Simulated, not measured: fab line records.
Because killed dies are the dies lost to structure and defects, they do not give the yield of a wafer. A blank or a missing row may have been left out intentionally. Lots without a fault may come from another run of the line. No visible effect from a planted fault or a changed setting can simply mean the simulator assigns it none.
Matching of chambers :: flow nand_harc :: 4 sister chambers for NHARC_A_STAIRCASE_DESCUM_312 on rie_diel-09
The step chemistry O2, time 3 s. 8 wafers are shown with their chamber, then 8 later ones without.

## WAFERS WITH THEIR CHAMBER
wafer: L087.3
chamber: 3
showerhead_plenum_p_Torr (Torr): 1.99
oes_product_au (a.u.): 1.002

wafer: L087.5
chamber: 0
showerhead_plenum_p_Torr (Torr): 1.79
oes_product_au (a.u.): 1.012

wafer: L088.5
chamber: 0
showerhead_plenum_p_Torr (Torr): 1.78
oes_product_au (a.u.): 1.006

wafer: L088.6
chamber: 3
showerhead_plenum_p_Torr (Torr): 1.98
oes_product_au (a.u.): 1.000

wafer: L091.2
chamber: 2
showerhead_plenum_p_Torr (Torr): 1.90
oes_product_au (a.u.): 1.013

wafer: L091.4
chamber: 1
showerhead_plenum_p_Torr (Torr): 1.94
oes_product_au (a.u.): 1.007

wafer: L091.5
chamber: 2
showerhead_plenum_p_Torr (Torr): 1.90
oes_product_au (a.u.): 1.019

wafer: L092.2
chamber: 1
showerhead_plenum_p_Torr (Torr): 1.94
oes_product_au (a.u.): 1.011

## WAFERS WITH NO CHAMBER GIVEN
wafer: L092.5
showerhead_plenum_p_Torr (Torr): 1.94
oes_product_au (a.u.): 1.005

wafer: L092.6
showerhead_plenum_p_Torr (Torr): 1.90
oes_product_au (a.u.): 1.002

wafer: L093.4
showerhead_plenum_p_Torr (Torr): 1.98
oes_product_au (a.u.): 1.010

wafer: L093.5
showerhead_plenum_p_Torr (Torr): 1.90
oes_product_au (a.u.): 1.029

wafer: L093.6
showerhead_plenum_p_Torr (Torr): 1.98
oes_product_au (a.u.): 1.004

wafer: L095.1
showerhead_plenum_p_Torr (Torr): 1.93
oes_product_au (a.u.): 1.003

wafer: L095.2
showerhead_plenum_p_Torr (Torr): 1.98
oes_product_au (a.u.): 0.998

wafer: L095.5
showerhead_plenum_p_Torr (Torr): 1.93
oes_product_au (a.u.): 1.007

## THE CHAMBER EACH PASSED THROUGH
wafer: L092.5
from the rows above: 1
in truth: 1

wafer: L092.6
from the rows above: 2
in truth: 2

wafer: L093.4
from the rows above: 3
in truth: 3

wafer: L093.5
from the rows above: 2
in truth: 2

wafer: L093.6
from the rows above: 3
in truth: 3

wafer: L095.1
from the rows above: 1
in truth: 1

wafer: L095.2
from the rows above: 3
in truth: 3

wafer: L095.5
from the rows above: 1
in truth: 1
Correct placement for 8 of the 8. Not placeable from these rows: 0. 0 placed wrongly.
How it was worked out, from the rows above alone: a wafer's distance from a chamber is the root of the sum, over the readings, of the square of ((its reading less the chamber's mean) divided by the reading's scatter). If the next closest chamber is less than 2 further off than the closest, the wafer can't be placed; otherwise it belongs to the closest. A chamber's mean is the mean of its shown wafers. The scatter: the root of (the sum of the squares of (reading less its chamber's mean) over the shown wafers, divided by (wafers less chambers)).
